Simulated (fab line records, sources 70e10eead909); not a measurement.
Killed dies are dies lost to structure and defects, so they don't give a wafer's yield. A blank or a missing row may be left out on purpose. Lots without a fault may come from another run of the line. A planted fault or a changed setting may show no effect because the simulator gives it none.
A struck lot beside a sound one | flow nand_harc | 15 steps out of a route of 1302
Sound: wafers L870.2, L870.4, L870.6. Struck: wafers L876.1, L876.2, L876.4. The cause comes at the end.
At each step with rows: each side's tool, then ch and its chambers, then its first start. Under that, the readings that differ: sound wafers | struck wafers | difference of the means | sigmas: that difference in standard deviations of wafers without a fault.
alike: readings whose means differ by less than 2 such deviations, and words and numbers that are the same on both sides. not compared: withheld readings, readings that some wafer has no value for, bounds like >300 that may hide the same value, and numbers for which the record gives no deviation and whose values overlap.
The two part at a step that has a row with sigmas, a row that says differs or no value, or rows on one side only. Numbers that don't overlap but have no deviation are shown without sigmas and don't part them. A reading that every wafer of one side lacks parts them only if that side has two wafers or more.

first, 3 steps without rows for these wafers: NHARC_P_GATE_EXPOSE_08 (exposes mask P HV); NHARC_P_GATE_PEB_09 (peb time 85 s); NHARC_P_GATE_DEVELOP_10 (time 70 s).
NHARC_P_GATE_CD_MEAS_11: target cd 1640 nm.
  sound on cd_sem-03 ch 0, day 7 01:39; struck on cd_sem-02 ch 0, day 9 10:26
  alike: cd_nm
then, 1 step without rows for these wafers: NHARC_P_GATE_HARDBAKE_12 (time 80 s).
NHARC_P_GATE_DESCUM_13: chemistry O2, time 3 s.
  sound on rie_diel-07 ch 1,2, day 7 01:49; struck on rie_diel-08 ch 0,1,2, day 9 10:36
  alike: drypump_motor_current_A, oes_product_au, rf_vpp_V, showerhead_plenum_p_Torr, throttle_valve_pct
  not compared: rf_hours_counter_h
then, 6 steps without rows for these wafers: NHARC_P_GATE_ETCH_14 (etches SiO2 in dHF, target depth 48.8 nm); NHARC_P_GATE_STRIP_15 (strips in SPM, time 780 s); NHARC_P_GATE_PRECLEAN_71 (cleans in SC1); NHARC_P_GATE_SRD_72; NHARC_P_GATE_OXIDE_16 (material SiO2, target thk 3 nm, ox time 392 s); NHARC_P_GATE_CVD_17 (deposits poly-Si, target thk 150 nm, time 900 s).
NHARC_P_GATE_HM_DEP_102: deposits aC, target thk 120 nm.
  sound on acl_dep-02 ch 0, day 7 15:16; struck on acl_dep-02 ch 0, day 10 02:07
  alike: susceptor_temp_C, throttle_valve_pct
NHARC_P_GATE_DEP_103: deposits SiON, target thk 30 nm.
  sound on pecvd-03 ch 0,1,2, day 7 15:49; struck on pecvd-03 ch 0,1,2, day 10 02:49
  alike: heater_power_w, susceptor_temp_C
-- the record jumps here: 20 days lie between the struck wafers' starts before and after (it left off in module P_GATE and takes up again in module END, whose first step shown is number 1302 of the route) --
NHARC_END_SORT_01:
  sound on prober-01 ch 0, day 27 17:56; struck on prober-01 ch 0, day 29 20:14
  alike: killed_at_array, killed_at_other, killed_at_periphery, killed_dies, killed_open, killed_short

WHERE THEY PART
Nowhere in this record.

WHY: what the simulator had put in
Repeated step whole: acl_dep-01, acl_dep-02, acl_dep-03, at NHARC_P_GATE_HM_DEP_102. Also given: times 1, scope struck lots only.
